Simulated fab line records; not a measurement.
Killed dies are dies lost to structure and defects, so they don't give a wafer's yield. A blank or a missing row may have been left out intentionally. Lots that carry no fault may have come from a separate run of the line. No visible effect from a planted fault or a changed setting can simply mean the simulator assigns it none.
Matching of chambers ; flow nandHarc ; NHARC_A_CHANNEL_FILL_D2_ALD_02 on aldHk-03 has 4 sister chambers
The step deposits SiO2, target thk 6 nm, pulse time 10 s, ald cycles 60. 8 wafers are shown with their chamber, then 7 later ones without.

## WAFERS, EACH WITH ITS CHAMBER
wafer;chamber;heaterPowerW (W);precursorPulseHeightRel
L080.2;1;475;0.978
L079.3;2;510;0.985
L079.6;3;455;1.003
L084.1;1;462;0.994
L084.2;0;509;1.002
L084.5;2;497;1.029
L089.2;0;503;0.968
L089.5;3;454;1.026

## WAFERS WITHOUT THEIR CHAMBER
wafer;heaterPowerW (W);precursorPulseHeightRel
L089.6;484;1.014
L088.1;462;0.975
L088.2;463;0.979
L088.6;492;0.990
L090.2;502;0.987
L090.5;502;0.982
L090.6;467;1.029

## WHICH CHAMBER EACH ONE RAN IN
wafer;from the rows above;in truth
L089.6;can't be placed: 1 or 2 or 0 or 3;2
L088.1;can't be placed: 1 or 3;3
L088.2;can't be placed: 1 or 3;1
L088.6;can't be placed: 2 or 0 or 1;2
L090.2;can't be placed: 0 or 2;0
L090.5;can't be placed: 0 or 2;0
L090.6;can't be placed: 3 or 1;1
Placed correctly: 0 of 7. Can't be placed from these rows: 7 (the true chamber is among the candidates in 7). 0 placed wrongly.
How it was worked out, from the rows above alone: a wafer's distance from a chamber is the root of the sum, over the readings, of the square of ((its reading less the chamber's mean) divided by the reading's scatter). If the next closest chamber is less than 2 further off than the closest, the wafer can't be placed; otherwise it belongs to the closest. For every chamber, the mean is computed from those of its wafers that are shown. How the scatter is found: for the shown wafers, subtract from each reading the mean of its chamber, square and add these, divide the total by (wafers less chambers), then take the root.
